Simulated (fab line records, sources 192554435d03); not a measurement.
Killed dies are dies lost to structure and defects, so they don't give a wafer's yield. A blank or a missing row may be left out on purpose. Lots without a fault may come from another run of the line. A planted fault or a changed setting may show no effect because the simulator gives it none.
A struck lot beside a sound one | flow n5_finfet | 15 steps out of a route of 1938
Sound: wafers L174.1, L174.3, L174.4. Struck: wafer L172.2. (L172.4 of the same lot was not struck and is left out.) The cause comes at the end.
At each step with rows: each side's tool, then ch and its chambers, then its first start. Under that, the readings that differ: sound wafers | struck wafers | difference of the means | sigmas: that difference in standard deviations of wafers without a fault.
alike: readings whose means differ by less than 2 such deviations, and words and numbers that are the same on both sides. not compared: withheld readings, readings that some wafer has no value for, bounds like >300 that may hide the same value, and numbers for which the record gives no deviation and whose values overlap.
The two part at a step that has a row with sigmas, a row that says differs or no value, or rows on one side only. Numbers that don't overlap but have no deviation are shown without sigmas and don't part them. A reading that every wafer of one side lacks parts them only if that side has two wafers or more.

N5_MOL_CONTACT_COAG_DESCUM_88: chemistry O2, time 7 s.
  sound on rie_diel-02 ch 1,2,3, day 9 11:25; struck on rie_diel-04 ch 3, day 8 19:51
  reading                | sound     | struck | difference | sigmas
  rf_hours_counter_h (h) | 114 51 35 | 115    | +48        |
  alike: drypump_motor_current_A, oes_product_au, rf_vpp_V, showerhead_plenum_p_Torr, throttle_valve_pct
then, 1 step without rows for these wafers: N5_MOL_CONTACT_COAG_ETCH_89 (etches underlayer in N2/H2, target depth 13 nm, time 10.4 s).
N5_MOL_CONTACT_COAG_ETCH_90: etches SiARC in CF4, target depth 13 nm, time 21.7 s.
  sound on rie_diel-02 ch 1,2,3, day 9 11:28; struck on rie_diel-04 ch 3, day 8 19:55
  reading                | sound     | struck | difference | sigmas
  rf_hours_counter_h (h) | 114 51 35 | 115    | +48        |
  alike: drypump_motor_current_A, etch_rf_on_time_s, oes_product_au, rf_vpp_V, showerhead_plenum_p_Torr, throttle_valve_pct
N5_MOL_CONTACT_COAG_ALD_131: deposits SiO2, target thk 5 nm, pulse time 1 s, co reactant pulse time 1 s.
  sound on ald_sin-04 ch 1,2, day 9 11:33; struck on ald_sin-03 ch 1, day 8 19:59
  alike: chamber_pressure_Torr, heater_power_w, precursor_pulse_height_rel
N5_MOL_CONTACT_COAG_ETCHBACK_132: etches SiO2 in CHF3, target depth 10 nm, time 6.7 s.
  sound on rie_diel-04 ch 0,1,2, day 9 11:50; struck on rie_diel-02 ch 0, day 8 20:10
  reading                         | sound          | struck | difference | sigmas
  rf_hours_counter_h (h)          | 51 207 63      | 3      | -104       |
  showerhead_plenum_p_Torr (Torr) | 2.42 2.35 2.42 | 2.54   | +0.14      | +2
  alike: drypump_motor_current_A, oes_product_au, rf_vpp_V, throttle_valve_pct
then, 6 steps without rows for these wafers: N5_MOL_CONTACT_COAG_ETCH_91 (etches SOC in N2/H2, target depth 60 nm, overetch 21 nm, time 101.2 s); N5_MOL_CONTACT_COAG_STRIP_92 (strips in N2/H2); N5_MOL_CONTACT_COAG_STRIP_93 (strips in N2/H2); N5_MOL_CONTACT_COAG_ETCHBACK_135 (etches SiO2 in CHF3, target depth 25 nm, time 16.7 s); N5_MOL_CONTACT_COAG_STRIP_118 (strips in CHF3); N5_MOL_CONTACT_COAG_VIA_ETCH_46 (etches SiO2 in C4F6/O2, target depth 46 nm, overetch 9.2 nm, time 40 s).
N5_MOL_CONTACT_COAG_STRIP_96: strips in N2/H2.
  sound on rie_diel-04 ch 0,1,2, day 9 12:04; struck on rie_diel-02 ch 0, day 8 20:23
  reading                         | sound          | struck | difference | sigmas
  rf_hours_counter_h (h)          | 51 207 63      | 3      | -104       |
  showerhead_plenum_p_Torr (Torr) | 3.40 3.33 3.40 | 3.58   | +0.20      | +2
  alike: drypump_motor_current_A, oes_product_au, rf_vpp_V, throttle_valve_pct
N5_MOL_CONTACT_COAG_ETCH_47: etches SiNx in CH3F/O2, stops on W, target depth 27 nm.
  sound on rie_diel-04 ch 0,1,2, day 9 12:06; struck on rie_diel-02 ch 0, day 8 20:26
  reading                         | sound             | struck  | difference | sigmas
  etch_rf_on_time_s (s)           | 30.2 31.6 30.9    | 34.7    | +3.8       | +8
  over_etch_frac                  | 0.2 0.2 0.2       | 0.32644 | +0.12644   |
  rf_hours_counter_h (h)          | 51 207 63         | 3       | -104       |
  showerhead_plenum_p_Torr (Torr) | 2.04 1.97 2.04    | 2.14    | +0.12      | +2
  model.etch.over_etch_s (s)      | 5.039 5.267 5.146 | 8.537   | +3.386     |
  alike: drypump_motor_current_A, oes_product_au, rf_vpp_V, throttle_valve_pct
then, 1 step without rows for these wafers: N5_MOL_CONTACT_COAG_STRIP_119 (strips in N2/H2, time 30 s).
N5_PASSIVATION_PROBE_49:
  the record has rows for the sound wafers here (prober-02, day 16 04:44) and none for the struck ones

WHERE THEY PART
First at N5_MOL_CONTACT_COAG_ETCHBACK_132; last, within this record, at N5_PASSIVATION_PROBE_49.

WHY: what the simulator had put in
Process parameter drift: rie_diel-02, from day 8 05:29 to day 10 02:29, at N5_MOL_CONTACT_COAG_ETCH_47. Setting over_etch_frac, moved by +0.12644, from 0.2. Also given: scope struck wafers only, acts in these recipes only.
